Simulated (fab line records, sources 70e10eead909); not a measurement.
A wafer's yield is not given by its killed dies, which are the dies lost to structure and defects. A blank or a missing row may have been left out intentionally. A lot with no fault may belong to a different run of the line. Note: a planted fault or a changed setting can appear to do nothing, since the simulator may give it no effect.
A lot that was struck, set against a sound lot	flow nand harc	18 out of 1159 route steps
Sound: these wafers, L715.4, L715.5, L715.6. Struck: wafers L729.3, L729.4, L729.6. Last of all comes the cause.
For every step that has rows: the tool of each side, followed by ch and its chambers, followed by its first start. Under that, the readings that differ: sound wafers	struck wafers	difference of the means	sigmas: that difference in standard deviations of wafers without a fault.
alike: same words and numbers on both sides, and readings whose means sit less than 2 such deviations apart. not compared: any withheld reading, any reading some wafer has no value for, any bound like >300 that may hide the same value, and any number with overlapping values for which the record gives no deviation.
A row with sigmas, a row that says differs or no value, or rows on one side alone: a step with any of these is where the two part. Numbers that have no deviation but don't overlap get no sigmas and don't part them. Lack of a reading on every wafer of one side parts them only where that side has two or more wafers.

NHARC_P_BONDPAD_ACTIVATE_29: chemistry N2, time 60 s.
  sound on rie diel-07 ch 1,2,3, day 7 00:40; struck on rie diel-05 ch 0,2,3, day 10 20:08
  alike: drypump motor current A, n2 flow sccm, oes product au, rf vpp V, showerhead plenum p Torr
  not compared: rf hours counter h
then, 2 steps without rows for these wafers: NHARC_P_BONDPAD_PRECLEAN_30 (cleans in DIW, time 300 s); NHARC_P_BONDPAD_SRD_31 (time 30 s, dry time 20 s).
NHARC_A_START_INSPECT_01:
  sound on defect inspect-01, day 7 01:02; struck on defect inspect-01, day 10 20:32
  alike: raw defect count
then, 8 steps without rows for these wafers: NHARC_A_ZERO_WELL_PRECLEAN_00 (cleans in SPM, time 600 s); NHARC_A_ZERO_WELL_SRD_01; NHARC_A_ZERO_WELL_DEHYDRATE_02 (time 120 s); NHARC_A_ZERO_WELL_HMDS_03 (time 30 s); NHARC_A_ZERO_WELL_COAT_18 (time 65 s); NHARC_A_ZERO_WELL_COAT_04 (resist thk 600 nm); NHARC_A_ZERO_WELL_SOFTBAKE_05 (time 70 s); NHARC_A_ZERO_WELL_EBR_06.
NHARC_A_ZERO_WELL_EXPOSE_07: exposes mask A ZERO.
  sound on krf scanner-01 ch 0, day 7 01:45; struck on krf scanner-01 ch 0, day 10 21:14
reading	sound	struck	difference	sigmas
exposure dose mJ cm2	33.88 33.91 33.86	50.71 50.74 50.70	+16.83	+99 or more
  alike: mask, stage vel mm s
then, 2 steps without rows for these wafers: NHARC_A_ZERO_WELL_PEB_08 (peb time 80 s); NHARC_A_ZERO_WELL_DEVELOP_09 (time 50 s).
NHARC_A_ZERO_WELL_CD_MEAS_10: target cd 2000 nm.
  sound on cd sem-01 ch 0, day 7 01:53; struck on cd sem-02 ch 0, day 10 21:23
reading	sound	struck	difference	sigmas
cd nm (nm)	1999.3 1998.2 1998.4	2014.5 2016.2 2014.0	+16.3	+9
then, 1 step without rows for these wafers: NHARC_A_ZERO_WELL_HARDBAKE_11 (time 65 s).
-- jump in the record: it breaks off in module A_ZERO_WELL and resumes in module END (first step shown: number 1159 of the route), and 15 days separate the struck wafers' starts before and after --
NHARC_END_SORT_01:
  only the struck wafers appear in the record here, on prober-02 ch 0 at day 25 13:34; the sound ones have no rows

WHERE THEY PART
At NHARC_A_ZERO_WELL_EXPOSE_07 first; at NHARC_END_SORT_01 last (within this record only).

WHY: what had been put in by the simulator
Process parameter drift: krf scanner-01, from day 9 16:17 on, at NHARC_A_ZERO_WELL_EXPOSE_07. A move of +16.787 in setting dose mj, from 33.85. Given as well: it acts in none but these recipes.
